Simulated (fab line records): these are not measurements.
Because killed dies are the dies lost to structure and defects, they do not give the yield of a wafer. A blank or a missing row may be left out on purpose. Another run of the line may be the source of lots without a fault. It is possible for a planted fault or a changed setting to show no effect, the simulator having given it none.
fab line records + flow n5Finfet + part 2 of 2: steps 5 to 6 of 6
record:
- lots: 23
- wafers: 69
- lastDay: 18
route steps=1938 shown BEOL_M0_SAQP@662
lots untouched by any fault: they come from a run of this same line in which no faults occurred
startH: start of the lot's first displayed wafer, in hours after the record's first day + waitH: hours since the lot's step before + " the same as in the row above + L1.1+2: several wafers, shown together as one row + - either no value or no given start + * or withheld: withheld + < > ~ a bound
route shown NAME@n: NAME is a module with steps in the file, n the number in the route of the first one + usual: average and standard deviation across the fault-free wafers + same: alike in all rows + chamber/n: place in a boat + sites: per-site readings + _std_site: the standard deviation of these + _edge_site: the outer-site mean with the inner-site mean subtracted + radiusMm: for every site, how far away it sits from the centre of the wafer + mask NAME#n: copy n + behind: the tool/chamber that last shaped the wafer + hold: reason for holding the lot/hours on hold/outcome of the hold + device: whichever transistor did not switch (one of n, p or np) + end of line: tests run on the same wafers once the route is complete + where a step has no rows: the recipe by itself + killed: dies lost to structure and defects at the first sort, not the wafer's yield + map: a wafer's dies, marking killed ones x, the rest . and places with no die _
set.NAME: the setting the step ran with; set.NAME@STEP: the setting that earlier step ran with + model.NAME: the simulator's own value behind a step, which no gauge read
one table for each step of the route and one row for each wafer, over a sample of lots
services: a tool's chamber out of use, with start hour (startH, from the record's first day; less than 0 if before it), hours out, and reason
== steps ==
step: N5_BEOL_M0_SAQP_SPACER2_ALD_26
recipe:
- material: SiO2
- targetThkA: 150
- tempC: 300
- aldPrecursorFamily: BDEAS
- aldCoReactant: O2-plasma
- pulseTimeS: 1
- purgeTimeS: 2
- coReactantPurgeTimeS: 2
- pressureTorr: 2
usual:
- heaterPowerW: 493/62
- precursorPulseHeightRel: 0.997/0.018
| lot.wafer | tool      | chamber | startH | waitH | heaterPowerW | precursorPulseHeightRel | sinceWetCleanH |
|-----------|-----------|---------|--------|-------|--------------|-------------------------|----------------|
| L074.1    | aldSin-03 | 1       | 117.87 | 1.5   | 575          | 0.987                   | 307            |
| L074.3    | "         | 2       | "      | "     | 456          | 0.982                   | 307            |
| L074.5    | "         | 0       | "      | "     | 524          | 0.998                   | -              |
| L075.3    | aldSin-03 | 1       | 120.25 | 0.1   | 582          | 0.983                   | 310            |
| L075.4    | "         | 2       | "      | "     | 462          | 0.994                   | 310            |
| L075.5    | "         | 0       | "      | "     | 510          | 1.032                   | -              |
| L076.1    | aldSin-01 | 2       | 125.77 | 0.1   | 429          | 1.009                   | 0              |
| L076.2    | "         | 0       | "      | "     | 414          | 1.020                   | 0              |
| L076.4    | "         | 1       | "      | "     | 608          | 0.984                   | 0              |
| L077.2    | aldSin-03 | 3       | 130.56 | 0.1   | 472          | 0.966                   | 320            |
| L077.4    | "         | 0       | "      | "     | 523          | 1.010                   | 320            |
| L077.5    | "         | 2       | "      | "     | 458          | 0.989                   | -              |
| L078.3    | aldSin-02 | 1       | 132.52 | 0.3   | 561          | 0.958                   | 125            |
| L078.5    | "         | 2       | "      | "     | 411          | 0.991                   | -              |
| L078.6    | "         | 3       | "      | "     | 487          | 1.006                   | -              |
| L079.2    | aldSin-02 | 3       | 143.26 | 0.4   | 482          | 1.002                   | 136            |
| L079.3    | "         | 2       | "      | "     | 410          | 0.987                   | 136            |
| L079.4    | "         | 1       | "      | "     | 568          | 0.988                   | 136            |
| L080.1    | aldSin-03 | 1       | 149.72 | 0.1   | 585          | 0.957                   | 339            |
| L080.2    | "         | 3       | "      | "     | 474          | 1.025                   | 339            |
| L080.4    | "         | 2       | "      | "     | 461          | 0.990                   | 339            |
| L081.1    | aldSin-03 | 1       | 156.70 | 0.1   | 574          | 0.987                   | 346            |
| L081.3    | "         | 0       | "      | "     | 513          | 1.012                   | 346            |
| L081.4    | "         | 3       | "      | "     | 482          | 1.029                   | 346            |
| L082.1    | aldSin-02 | 1       | 160.35 | 0.1   | 563          | 1.015                   | 153            |
| L082.4    | "         | 3       | "      | "     | 487          | 0.973                   | 153            |
| L082.6    | "         | 1       | "      | "     | 572          | 1.022                   | -              |
| L083.3    | aldSin-02 | 3       | 167.37 | 0.1   | 500          | 1.013                   | 160            |
| L083.4    | "         | 2       | "      | "     | 404          | 0.977                   | 160            |
| L083.5    | "         | 3       | "      | "     | 502          | 0.990                   | -              |
| L084.2    | aldSin-02 | 0       | 174.73 | 0.1   | 500          | 1.004                   | 167            |
| L084.3    | "         | 3       | "      | "     | 485          | 0.964                   | 167            |
| L084.6    | "         | 3       | "      | "     | 502          | 1.012                   | -              |
| L085.2    | aldSin-01 | 3       | 180.66 | 0.1   | 417          | 1.013                   | 55             |
| L085.5    | "         | 1       | "      | "     | 597          | 1.000                   | -              |
| L085.6    | "         | 2       | "      | "     | 441          | 0.983                   | -              |
| L087.3    | aldSin-02 | 2       | 187.62 | 0.1   | 403          | 1.025                   | 180            |
| L087.4    | "         | 3       | "      | "     | 497          | 1.016                   | 180            |
| L087.6    | "         | 0       | "      | "     | 502          | 1.009                   | -              |
| L088.1    | aldSin-01 | 0       | 201.90 | 0.1   | 399          | 0.998                   | 76             |
| L088.3    | "         | 3       | "      | "     | 424          | 1.004                   | 76             |
| L088.4    | "         | 2       | "      | "     | 441          | 0.978                   | 76             |
| L089.2    | aldSin-02 | 1       | 211.24 | 0.1   | 578          | 1.038                   | 204            |
| L089.3    | "         | 3       | "      | "     | 493          | 0.977                   | 204            |
| L089.4    | "         | 2       | "      | "     | 416          | 1.032                   | 204            |
| L090.3    | aldSin-03 | 0       | 213.64 | 0.8   | 495          | 0.969                   | 23             |
| L090.4    | "         | 2       | "      | "     | 472          | 0.984                   | 23             |
| L090.6    | "         | 3       | "      | "     | 487          | 1.007                   | -              |
| L092.3    | aldSin-03 | 0       | 217.90 | 0.1   | 501          | 1.031                   | 27             |
| L092.4    | "         | 3       | "      | "     | 495          | 0.973                   | 27             |
| L092.5    | "         | 1       | "      | "     | 533          | 1.018                   | -              |
| L091.1    | aldSin-02 | 1       | 218.17 | 0.1   | 576          | 0.956                   | 211            |
| L091.2    | "         | 0       | "      | "     | 494          | 1.000                   | 211            |
| L091.6    | "         | 0       | "      | "     | 487          | 1.026                   | -              |
| L093.4    | aldSin-01 | 3       | 223.95 | 0.1   | 432          | 1.002                   | 98             |
| L093.5    | "         | 1       | "      | "     | 602          | 1.018                   | -              |
| L093.6    | "         | 0       | "      | "     | 413          | 0.990                   | -              |
| L094.2    | aldSin-01 | 2       | 236.84 | 0.1   | 439          | 0.988                   | 111            |
| L094.5    | "         | 2       | "      | "     | 441          | 0.983                   | -              |
| L094.6    | "         | 1       | "      | "     | 596          | 1.021                   | -              |
| L095.1    | aldSin-03 | 3       | 239.65 | 0.1   | 484          | 1.007                   | 49             |
| L095.4    | "         | 2       | "      | "     | 474          | 1.005                   | 49             |
| L095.6    | "         | 1       | "      | "     | 542          | 1.001                   | -              |
| L096.1    | aldSin-03 | 2       | 242.77 | 0.1   | 474          | 0.976                   | 52             |
| L096.2    | "         | 1       | "      | "     | 535          | 1.025                   | 52             |
| L096.4    | "         | 3       | "      | "     | 481          | 0.983                   | 52             |
| L097.2    | aldSin-01 | 2       | 247.10 | 0.1   | 445          | 1.022                   | 122            |
| L097.4    | "         | 0       | "      | "     | 411          | 0.986                   | 122            |
| L097.6    | "         | 1       | "      | "     | 601          | 1.008                   | -              |
step: N5_BEOL_M0_SAQP_ETCH_49
recipe:
- chemistry: CF4/O2
- targetDepthA: 370
- target: SiO2
- pressureMtorr: 40
- sourceW: 535
- biasW: 49
- Ar_flow_sccm: 100
- cf4FlowSccm: 100
- O2_flow_sccm: 10
- ionEnergyEv: 100
usual:
- drypumpMotorCurrentA: 5.7/0.38
- oesProductAu: 0.77/0.085
- rfVppV: 238/4.4
- showerheadPlenumPTorr: 2.23/0.061
- throttleValvePct: 15.88/0.23
| lot.wafer | tool       | chamber | startH | waitH | drypumpMotorCurrentA | oesProductAu | rfHoursCounterH | rfVppV | showerheadPlenumPTorr | throttleValvePct |
|-----------|------------|---------|--------|-------|----------------------|--------------|-----------------|--------|-----------------------|------------------|
| L074.1    | rieDiel-05 | 0       | 120.24 | 0.3   | 5.1                  | 0.69         | 215             | 244    | 2.27                  | 16.16            |
| L074.3    | "          | 3       | "      | "     | 5.7                  | 0.71         | 210             | 236    | 2.27                  | 16.01            |
| L074.5    | "          | 3       | "      | "     | 5.7                  | 0.71         | -               | 235    | 2.27                  | 16.00            |
| L075.3    | rieDiel-05 | 3       | 123.86 | 0.3   | 5.7                  | 0.70         | 210             | 236    | 2.27                  | 16.00            |
| L075.4    | "          | 2       | "      | "     | 5.6                  | 0.79         | 109             | 238    | 2.15                  | 15.76            |
| L075.5    | "          | 0       | "      | "     | 5.1                  | 0.69         | -               | 245    | 2.27                  | 16.16            |
| L076.1    | rieDiel-02 | 2       | 128.32 | 0.3   | 6.2                  | 0.71         | 233             | 242    | 2.27                  | 16.10            |
| L076.2    | "          | 1       | "      | "     | 5.4                  | 0.75         | 162             | 233    | 2.28                  | 16.09            |
| L076.4    | "          | 3       | "      | "     | 5.6                  | 0.88         | 45              | 230    | 2.24                  | 15.68            |
| L077.2    | rieDiel-05 | 1       | 132.68 | 0.4   | 5.8                  | 0.78         | 137             | 238    | 2.29                  | 15.58            |
| L077.4    | "          | 3       | "      | "     | 5.7                  | 0.71         | 214             | 237    | 2.27                  | 16.02            |
| L077.5    | "          | 3       | "      | "     | 5.7                  | 0.72         | -               | 235    | 2.27                  | 16.02            |
| L078.3    | rieDiel-05 | 3       | 134.52 | 0.3   | 5.7                  | 0.71         | 215             | 235    | 2.27                  | 16.02            |
| L078.5    | "          | 2       | "      | "     | 5.6                  | 0.80         | -               | 240    | 2.14                  | 15.77            |
| L078.6    | "          | 3       | "      | "     | 5.7                  | 0.71         | -               | 235    | 2.27                  | 16.02            |
| L079.2    | rieDiel-02 | 3       | 145.89 | 0.3   | 5.6                  | 0.85         | 53              | 229    | 2.24                  | 15.70            |
| L079.3    | "          | 1       | "      | "     | 5.4                  | 0.75         | 170             | 233    | 2.28                  | 16.10            |
| L079.4    | "          | 2       | "      | "     | 6.2                  | 0.69         | 240             | 242    | 2.26                  | 16.12            |
| L080.1    | rieDiel-05 | 2       | 151.71 | 0.3   | 5.6                  | 0.80         | 118             | 237    | 2.14                  | 15.77            |
| L080.2    | "          | 1       | "      | "     | 5.8                  | 0.77         | 142             | 238    | 2.29                  | 15.60            |
| L080.4    | "          | 3       | "      | "     | 5.7                  | 0.71         | 220             | 235    | 2.27                  | 16.03            |
| L081.1    | rieDiel-05 | 0       | 158.81 | 0.3   | 5.1                  | 0.68         | 227             | 244    | 2.27                  | 16.17            |
| L081.3    | "          | 1       | "      | "     | 5.8                  | 0.78         | 143             | 237    | 2.29                  | 15.58            |
| L081.4    | "          | 3       | "      | "     | 5.7                  | 0.70         | 221             | 236    | 2.27                  | 16.04            |
| L082.1    | rieDiel-05 | 3       | 162.51 | 0.3   | 5.7                  | 0.71         | 223             | 237    | 2.27                  | 16.03            |
| L082.4    | "          | 2       | "      | "     | 5.6                  | 0.79         | 121             | 240    | 2.14                  | 15.80            |
| L082.6    | "          | 1       | "      | "     | 5.8                  | 0.78         | -               | 238    | 2.29                  | 15.60            |
| L083.3    | rieDiel-05 | 0       | 170.98 | 0.4   | 5.1                  | 0.69         | 230             | 244    | 2.27                  | 16.19            |
| L083.4    | "          | 1       | "      | "     | 5.8                  | 0.77         | 147             | 239    | 2.29                  | 15.59            |
| L083.5    | "          | 0       | "      | "     | 5.1                  | 0.69         | -               | 247    | 2.27                  | 16.20            |
| L084.2    | rieDiel-05 | 3       | 176.84 | 0.3   | 5.7                  | 0.70         | 227             | 234    | 2.27                  | 16.05            |
| L084.3    | "          | 0       | "      | "     | 5.1                  | 0.69         | 232             | 245    | 2.27                  | 16.20            |
| L084.6    | "          | 1       | "      | "     | 5.8                  | 0.77         | -               | 238    | 2.29                  | 15.58            |
| L085.2    | rieDiel-06 | 3       | 182.98 | 0.3   | 5.2                  | 0.68         | 247             | 244    | 2.09                  | 16.38            |
| L085.5    | "          | 1       | "      | "     | 6.1                  | 0.87         | -               | 241    | 2.16                  | 15.48            |
| L085.6    | "          | 2       | "      | "     | 5.9                  | 0.69         | -               | 236    | 2.19                  | 16.03            |
| L087.3    | rieDiel-05 | 2       | 191.48 | 0.3   | 5.6                  | 0.78         | 128             | 238    | 2.14                  | 15.81            |
| L087.4    | "          | 0       | "      | "     | 5.1                  | 0.68         | 235             | 245    | 2.27                  | 16.20            |
| L087.6    | "          | 0       | "      | "     | 5.0                  | 0.68         | -               | 248    | 2.27                  | 16.19            |
| L088.1    | rieDiel-06 | 0       | 204.35 | 0.4   | 5.1                  | 0.71         | 186             | 234    | 2.10                  | 16.03            |
| L088.3    | "          | 1       | "      | "     | 6.0                  | 0.86         | 63              | 240    | 2.15                  | 15.47            |
| L088.4    | "          | 2       | "      | "     | 5.9                  | 0.68         | -               | 234    | 2.18                  | 16.02            |
| L089.2    | rieDiel-02 | 3       | 213.89 | 0.3   | 5.6                  | 0.83         | 74              | 229    | 2.23                  | 15.74            |
| L089.3    | "          | 0       | "      | "     | 6.5                  | 0.90         | 24              | 236    | 2.25                  | 15.69            |
| L089.4    | "          | 1       | "      | "     | 5.4                  | 0.73         | 193             | 235    | 2.27                  | 16.15            |
| L090.3    | rieDiel-05 | 1       | 216.12 | 0.4   | 5.8                  | 0.76         | 159             | 238    | 2.28                  | 15.62            |
| L090.4    | "          | 0       | "      | "     | 5.1                  | 0.68         | 242             | 243    | 2.26                  | 16.21            |
| L090.6    | "          | 1       | "      | "     | 5.8                  | 0.75         | -               | 239    | 2.28                  | 15.64            |
| L092.3    | rieDiel-06 | 1       | 220.29 | 0.7   | 6.0                  | 0.85         | 68              | 239    | 2.15                  | 15.51            |
| L092.4    | "          | 0       | "      | "     | 5.2                  | 0.70         | 191             | 235    | 2.10                  | 16.02            |
| L092.5    | "          | 3       | "      | "     | 5.2                  | 0.99         | -               | 248    | 2.35                  | 15.90            |
| L091.1    | rieDiel-05 | 2       | 220.39 | 0.3   | 5.6                  | 0.78         | 138             | 239    | 2.14                  | 15.79            |
| L091.2    | "          | 3       | "      | "     | 5.7                  | 0.70         | 239             | 236    | 2.26                  | 16.04            |
| L091.6    | "          | 0       | "      | "     | 5.1                  | 0.67         | -               | 244    | 2.26                  | 16.21            |
| L093.4    | rieDiel-02 | 3       | 226.89 | 0.3   | 5.6                  | 0.82         | 78              | 231    | 2.23                  | 15.74            |
| L093.5    | "          | 1       | "      | "     | 5.4                  | 0.73         | -               | 233    | 2.27                  | 16.17            |
| L093.6    | "          | 2       | "      | "     | 6.2                  | 0.95         | -               | 242    | 2.26                  | 15.66            |
| L094.2    | rieDiel-02 | 3       | 239.28 | 0.6   | 5.6                  | 0.82         | 82              | 232    | 2.23                  | 15.74            |
| L094.5    | "          | 1       | "      | "     | 5.4                  | 0.72         | -               | 233    | 2.27                  | 16.19            |
| L094.6    | "          | 2       | "      | "     | 6.1                  | 0.94         | -               | 242    | 2.25                  | 15.66            |
| L095.1    | rieDiel-02 | 0       | 242.05 | 0.3   | 6.5                  | 0.89         | 33              | 233    | 2.24                  | 15.73            |
| L095.4    | "          | 1       | "      | "     | 5.4                  | 0.72         | 204             | 233    | 2.27                  | 16.17            |
| L095.6    | "          | 1       | "      | "     | 5.4                  | 0.73         | -               | 234    | 2.27                  | 16.16            |
| L096.1    | rieDiel-06 | 2       | 244.76 | 0.3   | 5.9                  | 0.68         | 237             | 237    | 2.18                  | 16.04            |
| L096.2    | "          | 1       | "      | "     | 6.1                  | 0.85         | 76              | 239    | 2.15                  | 15.51            |
| L096.4    | "          | 0       | "      | "     | 5.2                  | 0.69         | 198             | 233    | 2.10                  | 16.05            |
| L097.2    | rieDiel-02 | 2       | 249.14 | 0.3   | 6.1                  | 0.93         | 16              | 242    | 2.25                  | 15.64            |
| L097.4    | "          | 0       | "      | "     | 6.5                  | 0.87         | 35              | 233    | 2.24                  | 15.72            |
| L097.6    | "          | 3       | "      | "     | 5.6                  | 0.81         | -               | 231    | 2.23                  | 15.77            |
== services ==
| tool         | chamber | startH | hours | kind   |
|--------------|---------|--------|-------|--------|
| rieDiel-02   | -       | 100.63 | 0.2   | repair |
| rieSi-06     | 1       | 109.79 | 22.4  | repair |
| aldSin-01    | -       | 111.72 | 14.0  | pm     |
| rieDiel-06   | 1       | 112.38 | 4.0   | repair |
| rieSi-06     | 2       | 114.05 | 16.0  | repair |
| aldSin-02    | 0       | 129.90 | 12.0  | repair |
| rieSi-04     | 1       | 133.78 | 8.0   | repair |
| vaporEtch-01 | 0       | 141.31 | 2.3   | repair |
| rieDiel-02   | 3       | 148.52 | 2.5   | repair |
| aldSin-01    | 2       | 148.94 | 5.1   | repair |
| rieSi-05     | -       | 150.78 | 0.8   | repair |
| rieDiel-06   | 3       | 155.86 | 4.0   | repair |
| vaporEtch-02 | -       | 159.97 | 0.1   | repair |
| rieSi-05     | 0       | 161.70 | 2.4   | repair |
| aldSin-03    | -       | 176.95 | 14.0  | pm     |
| aldSin-02    | 3       | 191.89 | 8.4   | repair |
| rieSi-06     | -       | 193.00 | 28.1  | pm     |
| rieSi-05     | 0       | 205.07 | 12.8  | repair |
| rieSi-04     | 2       | 207.19 | 3.2   | repair |
| rieDiel-06   | 3       | 224.10 | 7.6   | repair |
| aldSin-01    | -       | 239.35 | 1.1   | repair |
| aldSin-02    | -       | 239.79 | 6.0   | pm     |
| rieDiel-06   | -       | 243.11 | 0.3   | repair |
| rieDiel-05   | 0       | 245.49 | -     | clean  |
